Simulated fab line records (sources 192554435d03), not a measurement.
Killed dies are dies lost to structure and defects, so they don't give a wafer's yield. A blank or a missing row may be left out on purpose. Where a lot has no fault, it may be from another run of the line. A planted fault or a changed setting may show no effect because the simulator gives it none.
Which of the tools did it? / flow n5_finfet / at 1 step of a route of 1938, 10 lots with 30 wafers sampled

WHAT THE GAUGES SHOWED, per wafer
N5_GATE_CUT_OVL_MEAS_14.
lot=L367; measured=day 4 15:15; on=overlay-01; GATE_CUT_OVL (nm)=1.5 1.7 0.5
lot=L369; measured=day 4 23:54; on=overlay-01; GATE_CUT_OVL (nm)=1.0 0.9 0.7
lot=L375; measured=day 6 11:56; on=overlay-01; GATE_CUT_OVL (nm)=-0.7 -1.1 -1.6
lot=L378; measured=day 7 08:11; on=overlay-01; GATE_CUT_OVL (nm)=-0.3 -0.2 0.1
lot=L379; measured=day 7 18:18; on=overlay-01; GATE_CUT_OVL (nm)=-0.9 0.1 0.0
lot=L381; measured=day 7 23:43; on=overlay-01; GATE_CUT_OVL (nm)=0.2 1.3 0.2
lot=L385; measured=day 9 01:20; on=overlay-02; GATE_CUT_OVL (nm)=-0.5 -1.0 0.2
lot=L386; measured=day 9 05:49; on=overlay-01; GATE_CUT_OVL (nm)=0.0 0.0 -0.3
lot=L389; measured=day 10 01:08; on=overlay-02; GATE_CUT_OVL (nm)=0.3 1.3 0.4
lot=L390; measured=day 10 06:59; on=overlay-01; GATE_CUT_OVL (nm)=-1.4 -0.9 0.3

WHAT TOOL EACH LOT RAN ON (gives the tool, then ch and the chambers of the sampled wafers, and finally the start)
No process step before these readings appears in the record.

THE ANSWER, worked out from the rows above alone
Rule: the lots themselves supply what counts as usual. Put in order of their means at a reading, lots are off if they are a third of the lots or fewer, leave a main group of 4 or more, and stand apart from it by a gap of 3 or more times the standard deviation of the main group's means; of several such gaps the widest counts. A main group whose means are all the same, to the digits that the tables above print for the reading, isn't used. A lot without any number at a reading at which 4 lots or more have one is off too. Any other lot the step has rows for is counted as sound.
No lot is off on any of the readings shown, so nothing can be concluded from this.

WHAT THE SIMULATOR PUT IN
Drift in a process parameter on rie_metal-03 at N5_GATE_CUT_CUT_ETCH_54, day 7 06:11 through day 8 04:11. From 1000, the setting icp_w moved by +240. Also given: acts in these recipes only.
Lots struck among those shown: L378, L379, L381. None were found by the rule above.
